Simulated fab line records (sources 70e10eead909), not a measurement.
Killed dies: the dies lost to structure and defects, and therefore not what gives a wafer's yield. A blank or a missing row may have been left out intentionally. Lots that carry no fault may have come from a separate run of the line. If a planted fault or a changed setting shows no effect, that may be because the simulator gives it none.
What tool caused it? ; flow nand harc ; 24 lots, 72 wafers sampled, at 5 steps of a route of 1302

== WHAT EACH GAUGE READ, for each wafer ==
NHARC_P_BONDPAD_INSPECT_23.
lot;measured;on;raw defect count
L074;day 6 16:22;defect inspect-01;329 301 403
L075;day 7 08:17;defect inspect-02;273 343 233
L076;day 7 15:42;defect inspect-01;176 212 229
L077;day 7 21:37;defect inspect-01;255 208 313
L078;day 8 07:02;defect inspect-02;451 305 262
L079;day 8 13:32;defect inspect-02;380 368 608
L080;day 9 04:58;defect inspect-01;482 336 441
L081;day 9 13:50;defect inspect-02;297 241 237
L082;day 10 06:16;defect inspect-01;275 278 222
L083;day 10 21:38;defect inspect-02;233 154 202
L084;day 10 22:17;defect inspect-01;642 471 286
L085;day 11 08:00;defect inspect-01;240 430 258
L086;day 11 14:19;defect inspect-02;252 316 354
L087;day 11 23:41;defect inspect-02;759 369 345
L089;day 12 18:37;defect inspect-02;347 209 246
L088;day 12 19:17;defect inspect-01;187 200 225
L090;day 13 12:17;defect inspect-02;428 360 214
L091;day 13 13:36;defect inspect-01;227 427 429
L092;day 14 02:02;defect inspect-01;408 342 375
L093;day 14 14:43;defect inspect-01;158 194 247
L095;day 15 09:50;defect inspect-01;279 237 245
L094;day 15 18:58;defect inspect-01;263 250 194
L096;day 16 01:22;defect inspect-01;194 199 185
L097;day 16 01:58;defect inspect-02;378 310 265

NHARC_A_ZERO_WELL_INSPECT_17.
lot;measured;on;raw defect count
L074;day 6 19:08;defect inspect-02;15 8 17
L075;day 7 11:03;defect inspect-01;7 11 11
L076;day 7 18:25;defect inspect-01;16 11 19
L077;day 8 00:28;defect inspect-01;9 9 6
L078;day 8 09:48;defect inspect-02;18 17 2
L079;day 8 16:10;defect inspect-02;6 10 23
L080;day 9 07:45;defect inspect-01;9 7 20
L081;day 9 16:29;defect inspect-01;17 18 16
L082;day 10 09:02;defect inspect-02;16 11 17
L083;day 11 00:16;defect inspect-02;8 6 3
L084;day 11 01:03;defect inspect-02;20 15 12
L085;day 11 10:46;defect inspect-01;9 8 4
L086;day 11 16:56;defect inspect-02;2 9 6
L087;day 12 02:29;defect inspect-01;13 14 5
L089;day 12 21:25;defect inspect-02;7 6 15
L088;day 12 22:04;defect inspect-01;8 6 5
L090;day 13 14:56;defect inspect-01;8 8 8
L091;day 13 16:23;defect inspect-01;31 15 12
L092;day 14 05:17;defect inspect-02;16 7 11
L093;day 14 17:29;defect inspect-01;4 9 11
L095;day 15 12:37;defect inspect-02;8 13 9
L094;day 15 21:44;defect inspect-01;10 9 17
L096;day 16 04:01;defect inspect-02;15 11 26
L097;day 16 04:47;defect inspect-01;11 11 15

NHARC_A_ONON_D1_THK_MEAS_24: measures by ellipsometry.
lot;measured;on;thk nm (nm)
L074;day 7 23:39;film metro-01;1018 1018 1019
L075;day 8 18:55;film metro-01;1018 1018 1019
L076;day 9 04:32;film metro-01;1016 1017 1015
L077;day 9 09:57;film metro-01;999 1000 999
L078;day 9 18:28;film metro-02;1009 1009 1008
L079;day 10 05:30;film metro-02;994 992 993
L080;day 10 21:33;film metro-01;1009 1007 1005
L081;day 10 21:41;film metro-01;1003 1003 1004
L082;day 11 17:31;film metro-01;1004 1003 1004
L083;day 12 07:56;film metro-01;1006 1006 1005
L084;day 12 08:17;film metro-02;1005 1008 1006
L085;day 12 23:13;film metro-01;987 987 987
L086;day 12 23:14;film metro-01;1000 999 1000
L087;day 13 11:16;film metro-02;1009 1009 1009
L089;day 14 08:38;film metro-02;1000 997 1000
L088;day 14 08:39;film metro-01;997 997 999
L090;day 14 23:01;film metro-01;981 980 983
L091;day 14 23:01;film metro-02;999 999 999
L092;day 15 16:04;film metro-02;987 989 988
L093;day 16 01:45;film metro-01;985 986 985
L095;day 16 20:31;film metro-01;997 995 997
L094;day 17 09:20;film metro-01;991 992 991
L096;day 17 16:24;film metro-01;995 996 996
L097;day 17 16:23;film metro-02;1000 999 999

== WHAT TOOL EACH LOT RAN ON (gives the tool, then ch and the chambers of the sampled wafers, and finally the start) ==
lot;NHARC_P_BONDPAD_ETCH_24;NHARC_A_ZERO_WELL_RTA_16
L074;rie diel-13 ch 1,2, day 6 16:22 or earlier;rtp anneal-01 ch 0, day 6 18:58
L075;rie diel-08 ch 0,2,3, day 7 06:15;rtp anneal-01 ch 0, day 7 10:52
L076;rie diel-13 ch 0,2,3, day 7 15:42 or earlier;rtp anneal-02 ch 0, day 7 18:17
L077;rie diel-08 ch 0,1,2, day 7 21:37 or earlier;rtp anneal-02 ch 0, day 8 00:16
L078;rie diel-05 ch 0,2,3, day 8 07:02 or earlier;rtp anneal-02 ch 0, day 8 09:36
L079;rie diel-08 ch 0,1,2, day 8 13:32 or earlier;rtp anneal-01 ch 0, day 8 15:58
L080;rie diel-05 ch 1,3, day 9 02:58;rtp anneal-01 ch 0, day 9 07:35
L081;rie diel-05 ch 1,2,3, day 9 13:50 or earlier;rtp anneal-02 ch 0, day 9 16:17
L082;rie diel-05 ch 0,1,2, day 10 06:16 or earlier;rtp anneal-01 ch 0, day 10 08:50
L083;rie diel-08 ch 0,1, day 10 21:38 or earlier;rtp anneal-02 ch 0, day 11 00:08
L084;rie diel-08 ch 1,3, day 10 22:17 or earlier;rtp anneal-02 ch 0, day 11 00:53
L085;rie diel-05 ch 1,2, day 11 08:00 or earlier;rtp anneal-01 ch 0, day 11 10:37
L086;rie diel-08 ch 0,3, day 11 14:19 or earlier;rtp anneal-01 ch 0, day 11 16:44
L087;rie diel-08 ch 0,1, day 11 23:41 or earlier;rtp anneal-02 ch 0, day 12 02:17
L089;rie diel-08 ch 0,1,3, day 12 18:37 or earlier;rtp anneal-01 ch 0, day 12 21:11
L088;rie diel-13 ch 0,1,2, day 12 19:17 or earlier;rtp anneal-01 ch 0, day 12 21:54
L090;rie diel-08 ch 1,2,3, day 13 12:17 or earlier;rtp anneal-02 ch 0, day 13 14:45
L091;rie diel-05 ch 0,1,3, day 13 13:36 or earlier;rtp anneal-01 ch 0, day 13 16:13
L092;rie diel-05 ch 0,1, day 14 02:02 or earlier;rtp anneal-01 ch 0, day 14 05:08
L093;rie diel-13 ch 0,1,3, day 14 14:43 or earlier;rtp anneal-02 ch 0, day 14 17:17
L095;rie diel-08 ch 0,1,3, day 15 09:50 or earlier;rtp anneal-02 ch 0, day 15 12:25
L094;rie diel-05 ch 0,3, day 15 18:58 or earlier;rtp anneal-01 ch 0, day 15 21:34
L096;rie diel-05 ch 0,1,3, day 16 01:22 or earlier;rtp anneal-01 ch 0, day 16 03:50
L097;rie diel-08 ch 0,1, day 16 01:58 or earlier;rtp anneal-01 ch 0, day 16 04:37
- NHARC_P_BONDPAD_ETCH_24: etches the open film in CF4/N2, target depth 30 nm, time 72.99 s.
- NHARC_A_ZERO_WELL_RTA_16: time 10 s.

== WHAT THE TOOLS THEMSELVES READ (means of the sampled wafers that have a number; where no wafer has one, the mark that the record gives instead) ==
NHARC_P_BONDPAD_ETCH_24.
lot;tool;drypump motor current A (A);n2 flow sccm (sccm);oes product au (a.u.);rf vpp V (V);showerhead plenum p Torr (Torr);throttle valve pct (%)
L074;rie diel-13;6.1;100.1;0.998;315.2;2.66;19.796
L075;rie diel-08;5.6;100.0;0.990;313.4;2.61;19.798
L076;rie diel-13;5.7;100.2;1.010;314.9;2.64;19.793
L077;rie diel-08;5.8;100.1;1.006;312.5;2.58;19.791
L078;rie diel-05;6.1;100.0;1.004;315.1;2.70;19.800
L079;rie diel-08;5.8;100.0;0.996;313.4;2.58;19.797
L080;rie diel-05;6.2;99.8;1.005;315.6;2.75;19.789
L081;rie diel-05;6.4;100.0;1.006;315.6;2.70;19.789
L082;rie diel-05;6.3;99.7;1.009;315.3;2.66;19.787
L083;rie diel-08;5.7;100.1;0.997;312.1;2.57;19.796
L084;rie diel-08;5.4;100.1;0.994;313.0;2.58;19.792
L085;rie diel-05;6.6;100.0;1.007;314.8;2.64;19.801
L086;rie diel-08;5.8;99.9;0.997;313.3;2.62;19.793
L087;rie diel-08;5.7;99.5;1.000;312.5;2.57;19.790
L089;rie diel-08;5.6;100.1;1.003;313.2;2.60;19.790
L088;rie diel-13;5.9;100.0;0.993;314.2;2.62;19.803
L090;rie diel-08;5.4;100.1;1.004;313.7;2.58;19.796
L091;rie diel-05;6.1;99.8;1.004;315.9;2.71;19.779
L092;rie diel-05;6.0;100.0;1.010;315.1;2.67;19.802
L093;rie diel-13;5.7;100.1;1.006;313.8;2.60;19.793
L095;rie diel-08;5.6;100.4;0.998;314.0;2.59;19.798
L094;rie diel-05;5.9;99.9;1.008;314.9;2.71;19.800
L096;rie diel-05;6.1;100.0;1.002;315.2;2.71;19.792
L097;rie diel-08;5.7;100.1;1.005;312.9;2.57;19.797

NHARC_A_ZERO_WELL_RTA_16.
lot;tool;lamp power pct (%);lamp_zone_5_pct (%);wafer_temp_C_max
L074;rtp anneal-01;32.6;32.7;1002.8
L075;rtp anneal-01;32.6;32.6;1003.4
L076;rtp anneal-02;31.1;31.1;1002.8
L077;rtp anneal-02;31.1;31.1;1004.4
L078;rtp anneal-02;31.1;31.1;1003.8
L079;rtp anneal-01;32.6;32.6;1003.7
L080;rtp anneal-01;32.6;32.6;1003.1
L081;rtp anneal-02;31.1;31.1;1003.8
L082;rtp anneal-01;32.7;32.6;1003.3
L083;rtp anneal-02;31.1;31.1;1003.8
L084;rtp anneal-02;31.1;31.1;1003.4
L085;rtp anneal-01;32.6;32.6;1003.7
L086;rtp anneal-01;32.6;32.6;1003.5
L087;rtp anneal-02;31.1;31.1;1004.4
L089;rtp anneal-01;32.6;32.6;1003.4
L088;rtp anneal-01;32.6;32.6;1003.5
L090;rtp anneal-02;31.1;31.1;1004.0
L091;rtp anneal-01;32.6;32.6;1003.3
L092;rtp anneal-01;32.6;32.5;1003.6
L093;rtp anneal-02;31.1;31.1;1002.9
L095;rtp anneal-02;31.1;31.1;1003.6
L094;rtp anneal-01;32.6;32.6;1003.6
L096;rtp anneal-01;32.6;32.6;1003.3
L097;rtp anneal-01;32.6;32.6;1004.2

== THE ANSWER, worked out from the rows above alone ==
Rule: usual is defined by the lots themselves. The widest of any qualifying gaps counts: lots, ordered by their means at a reading, are off when they make up no more than a third of the lots, leave a main group of 4 or more, and stand apart from it by 3 or more times the standard deviation of that group's means. The tables above print the reading to a certain number of digits; a main group whose means all agree to those digits is not used. A lot without any number at a reading at which 4 lots or more have one is off too. Where the step has rows for the other lots, those lots are counted as sound. After the gauges, taken in route order, come the tools' own readings; for these a lot's mean is taken, as printed above. At the first step where some lot is off, the reading lying furthest off is the one used; lots without a number count as furthest.
No lot is off on any of the readings shown, so nothing can be concluded from this.

== WHAT THE SIMULATOR HAD PUT IN ==
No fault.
